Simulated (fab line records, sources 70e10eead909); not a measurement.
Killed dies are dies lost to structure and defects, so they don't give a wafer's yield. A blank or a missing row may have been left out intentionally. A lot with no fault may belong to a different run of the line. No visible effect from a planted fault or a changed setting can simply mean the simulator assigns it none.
A lot that was struck, set against a sound lot | flow nand-harc | 33 steps out of a route of 1302
Sound: the wafers L352.1, L352.3, L352.6. Struck: wafer L346.3. (L346.4, L346.5 of the same lot were not struck and are left out.) The cause comes at the end.
Per side, at each step with rows, come the tool, then ch with its chambers, and then its first start. Under that, the readings that differ: sound wafers | struck wafers | difference of the means | sigmas: that difference in standard deviations of wafers without a fault.
alike: a reading whose means differ by less than 2 such deviations, as well as words and numbers matching on both sides. not compared: withheld readings; readings where some wafer has no value; bounds like >300 that might hide an equal value; numbers whose values overlap and for which the record gives no deviation.
The two part at a step that has a row with sigmas, a row that says differs or no value, or rows on one side only. Numbers that don't overlap but have no deviation are shown without sigmas and don't part them. A reading missing from all wafers of one side parts the sides only when that side holds two or more wafers.

first, 8 steps without rows for these wafers: NHARC_P_M2_EBR_05; NHARC_P_M2_EXPOSE_06 (exposes mask P M2, target cd 170 nm); NHARC_P_M2_PEB_07 (peb time 65 s); NHARC_P_M2_DEVELOP_08 (develop time 35 s); NHARC_P_M2_DESCUM_14 (chemistry O2, time 3 s); NHARC_P_M2_ETCH_35 (etches the open film in N2/H2, target depth 40 nm, overetch 12 nm, time 43.94 s); NHARC_P_M2_ETCH_15 (etches the open film in C4F8/Ar, target depth 182.5 nm, time 91.2 s); NHARC_P_M2_STRIP_18 (strips in N2/H2).
NHARC_P_M2_ETCH_28: etches the open film in CF4/N2, target depth 30 nm, time 72.99 s.
  sound on rie-diel-12 ch 1,2,3, day 15 05:22; struck on rie-diel-03 ch 0, day 12 14:00
  reading                         | sound             | struck | difference | sigmas
  rf-vpp-V (V)                    | 312.3 314.9 313.2 | 318.9  | +5.4       | +3
  showerhead-plenum-p-Torr (Torr) | 2.54 2.67 2.61    | 2.82   | +0.21      | +3
  alike: drypump-motor-current-A, oes-product-au, throttle-valve-pct
  not compared: rf-hours-counter-h
then, 23 steps without rows for these wafers: NHARC_P_M2_STRIP_19 (strips in post etch residue remover, time 600 s); NHARC_P_M2_DEGAS_29 (time 60 s); NHARC_P_M2_PRE_CLEAN_30 (time 30 s); NHARC_P_M2_PVD_20 (deposits TaN, target thk 5 nm, time 8.06 s); NHARC_P_M2_PVD_21 (deposits Cu, target thk 30 nm, time 20.49 s); NHARC_P_M2_ECD_22 (material Cu, target thk 400 nm); NHARC_P_M2_ANNEAL_31 (time 90 s); NHARC_P_M2_CMP_23 (polishes, t overpolish 20 s, target thk 144.3 nm); NHARC_P_M2_SRD_25; NHARC_P_M2_PRE_CLEAN_32 (time 12 s); NHARC_P_M2_DEP_33 (deposits SiCN, target thk 30 nm); NHARC_P_BONDPAD_DEP_00 (deposits SiCN, target thk 250 nm); NHARC_P_BONDPAD_CMP_32 (polishes SiCN, target thk 200 nm); NHARC_P_BONDPAD_SRD_34; NHARC_P_BONDPAD_DEHYDRATE_01 (time 120 s); NHARC_P_BONDPAD_HMDS_02 (time 30 s); NHARC_P_BONDPAD_COAT_36 (time 65 s); NHARC_P_BONDPAD_COAT_03 (resist thk 600 nm); NHARC_P_BONDPAD_SOFTBAKE_04 (time 70 s); NHARC_P_BONDPAD_EBR_05; NHARC_P_BONDPAD_EXPOSE_06 (exposes mask P BPAD); NHARC_P_BONDPAD_PEB_07 (peb time 80 s); NHARC_P_BONDPAD_DEVELOP_08 (time 50 s).
-- the record jumps here: 18 days lie between the struck wafers' starts before and after (it left off in module P_BONDPAD and takes up again in module END, whose first step shown is number 1302 of the route) --
NHARC_END_SORT_01:
  sound on prober-02 ch 0, day 33 03:18; struck on prober-02 ch 0, day 30 16:44
  reading                  | sound    | struck | difference | sigmas
  defect-limited-yield (%) | 94 95 91 | 86     | -7         | -2
  killed-at-other          | 3 1 7    | 1      | -3         | -2
  killed-at-periphery      | 1 3 2    | 60     | +58        | +21
  killed-dies              | 38 37 61 | 94     | +49        | +2
  alike: killed-at-array, killed-open, killed-short

## WHERE THEY PART
Last at NHARC_END_SORT_01 as far as this record goes, first at NHARC_P_M2_ETCH_28.

WHY: what the simulator had put in
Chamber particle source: rie-diel-03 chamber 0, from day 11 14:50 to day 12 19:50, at NHARC_P_M2_ETCH_28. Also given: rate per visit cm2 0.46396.
